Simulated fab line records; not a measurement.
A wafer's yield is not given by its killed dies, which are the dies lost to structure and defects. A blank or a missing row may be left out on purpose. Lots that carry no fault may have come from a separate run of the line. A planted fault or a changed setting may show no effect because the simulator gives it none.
Matching of chambers || flow n5 finfet || pecvd-04 running N5_BEOL_M11_PECVD_70: 3 sister chambers
The step deposits SiO2 from TEOS/O2, target thk 20 nm, time 22.7 s. 3 wafers are shown with their chamber, then 9 later ones without.

WAFERS WITH THEIR CHAMBER
{"wafer": "L086.5", "chamber": 0, "throttle valve pct (%)": 23.8}
{"wafer": "L090.4", "chamber": 1, "throttle valve pct (%)": 25.6}
{"wafer": "L090.6", "chamber": 2, "throttle valve pct (%)": 21.3}

WAFERS WITH NO CHAMBER GIVEN
{"wafer": "L089.3", "throttle valve pct (%)": 21.0}
{"wafer": "L089.4", "throttle valve pct (%)": 23.5}
{"wafer": "L089.5", "throttle valve pct (%)": 25.7}
{"wafer": "L094.2", "throttle valve pct (%)": 25.7}
{"wafer": "L094.3", "throttle valve pct (%)": 20.9}
{"wafer": "L094.6", "throttle valve pct (%)": 20.8}
{"wafer": "L096.1", "throttle valve pct (%)": 25.4}
{"wafer": "L096.2", "throttle valve pct (%)": 23.5}
{"wafer": "L096.5", "throttle valve pct (%)": 20.9}

THE CHAMBER EACH PASSED THROUGH
{"wafer": "L089.3", "from the rows above": 2, "in truth": 2}
{"wafer": "L089.4", "from the rows above": 0, "in truth": 0}
{"wafer": "L089.5", "from the rows above": 1, "in truth": 1}
{"wafer": "L094.2", "from the rows above": 1, "in truth": 1}
{"wafer": "L094.3", "from the rows above": 2, "in truth": 2}
{"wafer": "L094.6", "from the rows above": 2, "in truth": 2}
{"wafer": "L096.1", "from the rows above": 1, "in truth": 1}
{"wafer": "L096.2", "from the rows above": 0, "in truth": 0}
{"wafer": "L096.5", "from the rows above": 2, "in truth": 2}
Correctly placed: 9 of 9. Can't be placed from these rows: 0. 0 placed wrongly.
How it was worked out, from the rows above alone: a wafer's distance from a chamber is the root of the sum, over the readings, of the square of ((its reading less the chamber's mean) divided by the reading's scatter). The wafer belongs to the nearest chamber; if the next one is less than 2 further off, it can't be placed. For every chamber, the mean is computed from those of its wafers that are shown. The scatter: with one shown wafer a chamber, the root of the mean of the squares of how far each hidden wafer lies from its nearest shown one.
